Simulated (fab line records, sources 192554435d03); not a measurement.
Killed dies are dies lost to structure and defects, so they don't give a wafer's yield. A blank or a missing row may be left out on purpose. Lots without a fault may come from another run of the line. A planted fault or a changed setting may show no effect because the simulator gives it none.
fab line records | flow n5_finfet | part 2 of 2: steps 24 to 32 of 32
record lots=5 wafers=15 last_day=16
route steps=1938 shown BEOL_M14@1741
lots that met no fault: from a run of the same line without faults
start_h: hours from the record's first day to the start of the lot's first wafer shown | wait_h: hours since the lot's step before | " the same as in the row above | L1.1+2: a row that stands for several wafers | - no value, or no start given | * or withheld: withheld | < > ~ a bound
route shown NAME@n: a module of which the file shows steps, and the number in the route of the first | usual: mean/standard deviation of fault-free wafers | same: alike in all rows | chamber/n: place in a boat | sites: the reading at each site | _std_site: their standard deviation | _edge_site: outer sites' mean less inner sites' | radius_mm: how far each site lies from the wafer's centre | mask NAME#n: copy n | behind: the tool/chamber that last shaped the wafer | hold: why the lot was held/for how many hours/how that ended | device: the transistor (n, p or np) that didn't switch | end of line: the same wafers' tests at the end of the route | a step without rows: its recipe alone | killed: dies lost to structure and defects at the first sort, not the wafer's yield | map: a wafer's dies, x killed, . not, _ none there
set.NAME: the setting as run; set.NAME@STEP: as run at that earlier step | model.NAME: the simulator's own value behind a step, which no gauge read
lots at some steps of the route; a table a step, a row a wafer
services: from which hour (start_h, from the record's first day; less than 0 if before it) a tool's chamber was out of use, for how many hours, and why
## steps
# step N5_BEOL_M14_SPUTTER_45
# recipe material=Cu target_thk_a=1000 temp_c=-20 bias_v=60 power_w=26000 chamber_pressure_pa=0.13 time_s=16.67
# usual throttle_valve_pct=29.9/1
# columns lot.wafer tool chamber start_h wait_h throttle_valve_pct
L076.1 pvd_sputter-02 - 264.23 0.0 29.4
L076.3 " - " " 28.5
L076.4 " - " " 30.1
L077.1 pvd_sputter-02 - 280.07 0.0 29.9
L077.3 " - " " 29.5
L077.5 " - " " 28.2
L083.1 pvd_sputter-03 - 310.47 0.0 29.0
L083.2 " - " " 30.3
L083.6 " - " " 29.2
L089.1 pvd_sputter-01 - 335.36 0.0 32.0
L089.3 " - " " 30.9
L089.6 " - " " 30.9
L094.2 pvd_sputter-01 - 374.30 0.0 31.2
L094.3 " - " " 32.0
L094.4 " - " " 29.0
# step N5_BEOL_M14_ECD_47
# recipe material=Cu target_thk_a=12480
# columns lot.wafer tool chamber start_h wait_h
L076.1+3+4 ecd_cu-02 1,0,1 264.35 0.1
L077.1+3+5 ecd_cu-01 0,1,1 280.19 0.1
L083.1+2+6 ecd_cu-02 1,0,0 310.58 0.1
L089.1+3+6 ecd_cu-02 1,1,0 335.48 0.1
L094.2+3+4 ecd_cu-02 1,1,0 374.42 0.1
# step N5_BEOL_M14_ANNEAL_48
# recipe temp_c=225 time_s=90 ambient=N2
# usual wafer_temp_C_max=226.19/0.3
# columns lot.wafer tool chamber start_h wait_h wafer_temp_C_max
L076.1 rtp_anneal-02 0 264.54 0.1 226.17
L076.3 " 0 " " 226.20
L076.4 " 0 " " 226.42
L077.1 rtp_anneal-01 0 280.38 0.1 226.49
L077.3 " 0 " " 226.21
L077.5 " 0 " " 227.17
L083.1 rtp_anneal-01 0 311.34 0.7 225.89
L083.2 " 0 " " 226.21
L083.6 " 0 " " 226.67
L089.1 rtp_anneal-02 0 336.36 0.8 225.95
L089.3 " 0 " " 225.81
L089.6 " 0 " " 225.81
L094.2 rtp_anneal-02 0 374.65 0.2 225.87
L094.3 " 0 " " 225.91
L094.4 " 0 " " 226.04
# step N5_BEOL_M14_CMP_49
# recipe stop_on=SiO2 t_overpolish_s=5.2 down_force_psi=2 platen_rpm=80 clearing_platen_down_force_psi=2 clearing_platen_rpm=80 post_cmp_clean=cu_alkaline target_thk_nm=560 clearing_platen_pad_velocity_m_s=1.5917 pad_velocity_m_s=1.5917
# usual barrier_field_endpoint_s=11.4/0.3 motor_current_A=7.9/0.83 overpolish_run_s=5.201/0.0086 time_to_endpoint_s=122/4.2
# columns lot.wafer tool chamber start_h wait_h barrier_field_endpoint_s motor_current_A overpolish_run_s time_to_endpoint_s
L076.1 cmp-04 3 264.83 0.3 11.6 8.6 5.204 123
L076.3 " 0 " " 12.1 7.5 5.188 132
L076.4 " 2 " " 11.3 9.0 5.191 117
L077.3 cmp-01 1 280.71 0.2 11.5 8.5 5.182 123
L077.1 " 2 " " 11.9 7.9 5.210 121
L077.5 " 0 " " 11.4 7.0 5.214 116
L083.2 cmp-01 2 311.63 0.2 11.4 7.4 5.188 121
L083.1 " 1 " " 11.8 8.5 5.198 126
L083.6 " 2 " " 11.6 7.4 5.193 123
L089.1 cmp-01 0 336.70 0.3 11.5 7.2 5.201 118
L089.3 " 1 " " 11.8 9.5 5.188 125
L089.6 " 0 " " 11.5 7.2 5.197 123
L094.4 cmp-01 3 374.90 0.1 11.6 9.3 5.199 122
L094.2 " 1 " " 11.6 8.9 5.212 122
L094.3 " 2 " " 11.6 7.5 5.196 123
# step N5_BEOL_M14_THK_MEAS_50
# recipe thk_meas_gauge=xrf reads=Cu_of_BEOL_M14_ECD_47
# usual M14_THK=544/16
# columns lot.wafer tool chamber start_h wait_h M14_THK[nm]
L076.1 film_metro-01 - 265.13 - 538
L076.3 " - " " 551
L076.4 " - " " 530
L077.1 film_metro-02 - 280.97 - 549
L077.3 " - " " 536
L077.5 " - " " 549
L083.1 film_metro-02 - 311.93 - 546
L083.2 " - " " 571
L083.6 " - " " 533
L089.1 film_metro-01 - 336.96 - 513
L089.3 " - " " 536
L089.6 " - " " 506
L094.2 film_metro-02 - 375.20 - 549
L094.3 " - " " 523
L094.4 " - " " 550
# step N5_BEOL_M14_PRE_CLEAN_52
# recipe gas=NH3 time_s=15 temp_c=withheld rf_power_w=300
# columns lot.wafer tool chamber start_h wait_h
L076.1+3+4 pecvd-01 1,2,2 265.17 0.0
L077.1+3+5 pecvd-04 1,0,2 281.01 0.0
L083.1+2+6 pecvd-01 0,2,0 311.96 0.0
L089.1+3+6 pecvd-04 0,2,0 337.00 0.0
L094.2+3+4 pecvd-03 2,1,2 375.23 0.0
# step N5_BEOL_M14_DEP_53
# recipe material=SiCN target_thk_a=500 temp_c=withheld precursor=3MS/NH3 pressure_torr=3 rf_w=675 time_s=17.8
# usual showerhead_plenum_p_Torr=4.166/0.022 showerhead_vpp_V=1645/69 throttle_valve_pct=17.8/0.96
# columns lot.wafer tool chamber start_h wait_h showerhead_plenum_p_Torr showerhead_vpp_V throttle_valve_pct
L076.1 pecvd-01 1 265.19 0.0 4.163 1564 16.3
L076.3 " 2 " " 4.151 1684 16.8
L076.4 " 2 " " 4.150 1692 16.7
L077.1 pecvd-04 1 281.03 0.0 4.161 1761 17.9
L077.3 " 0 " " 4.179 1750 18.7
L077.5 " 2 " " 4.187 1582 17.5
L083.1 pecvd-01 0 311.99 0.0 4.189 1603 18.6
L083.2 " 2 " " 4.148 1645 17.0
L083.6 " 0 " " 4.190 1583 18.9
L089.1 pecvd-04 0 337.02 0.0 4.187 1722 19.0
L089.3 " 2 " " 4.175 1595 17.6
L089.6 " 0 " " 4.189 1722 19.1
L094.2 pecvd-03 2 375.26 0.0 4.131 1620 16.8
L094.3 " 1 " " 4.178 1570 18.7
L094.4 " 2 " " 4.107 1628 16.3
# step N5_BEOL_M14_RS_MEAS_54
# recipe thk_meas_gauge=four-point-probe reads=Cu_of_BEOL_M14_ECD_47+Ta_of_BEOL_M14_SPUTTER_44+TaN_of_BEOL_M14_SPUTTER_43
# usual M14_RS=0.0334/0.001
# columns lot.wafer tool chamber start_h wait_h M14_RS[ohm/sq]
L076.1 film_metro-01 - 265.26 0.0 0.0336
L076.3 " - " " 0.0329
L076.4 " - " " 0.0343
L077.1 film_metro-01 - 281.10 0.0 0.0330
L077.3 " - " " 0.0338
L077.5 " - " " 0.0329
L083.1 film_metro-01 - 312.06 0.0 0.0332
L083.2 " - " " 0.0316
L083.6 " - " " 0.0339
L089.1 film_metro-02 - 337.09 0.0 0.0350
L089.3 " - " " 0.0332
L089.6 " - " " 0.0353
L094.2 film_metro-02 - 375.33 0.1 0.0328
L094.3 " - " " 0.0346
L094.4 " - " " 0.0330
# step N5_BEOL_M14_INSPECT_55
# recipe inspect_instrument=darkfield mode=post_dep
# usual raw_defect_count=75/26
# columns lot.wafer tool chamber start_h wait_h raw_defect_count
L076.1 defect_inspect-02 - 265.28 0.0 106
L076.3 " - " " 128
L076.4 " - " " 123
L077.1 defect_inspect-01 - 281.12 0.0 72
L077.3 " - " " 46
L077.5 " - " " 35
L083.1 defect_inspect-01 - 312.08 0.0 119
L083.2 " - " " 70
L083.6 " - " " 81
L089.1 defect_inspect-02 - 337.11 0.0 84
L089.3 " - " " 82
L089.6 " - " " 73
L094.2 defect_inspect-02 - 375.35 0.0 80
L094.3 " - " " 77
L094.4 " - " " 77
## services
# columns tool chamber start_h hours kind
rie_diel-01 0 243.88 4.7 repair
cmp-01 - 248.49 9.0 repair
rie_diel-01 - 251.62 1.0 repair
krf_scanner-01 - 253.92 0.8 pm
cmp-01 - 262.95 3.7 repair
krf_scanner-01 - 266.08 4.4 pm
cmp-01 - 281.95 4.0 pm
krf_scanner-01 - 284.82 10.3 repair
rie_diel-03 - 296.94 2.7 repair
krf_scanner-01 - 300.54 3.4 repair
rie_diel-03 - 300.72 0.3 repair
pecvd-04 - 305.06 0.7 repair
krf_scanner-01 - 309.00 1.3 pm
rie_diel-01 1 309.69 18.4 repair
pecvd-04 1 311.86 2.0 repair
pecvd-04 2 321.50 4.9 repair
wet_bench-01 - 322.77 2.0 repair
rie_diel-05 1 326.19 19.6 repair
wet_bench-01 - 332.62 4.4 pm
cmp-01 - 341.57 5.2 pm
pecvd-01 - 343.73 6.1 repair
cmp-01 - 351.23 1.4 repair
pecvd-01 2 356.82 17.4 repair
rie_diel-05 1 362.00 2.8 repair
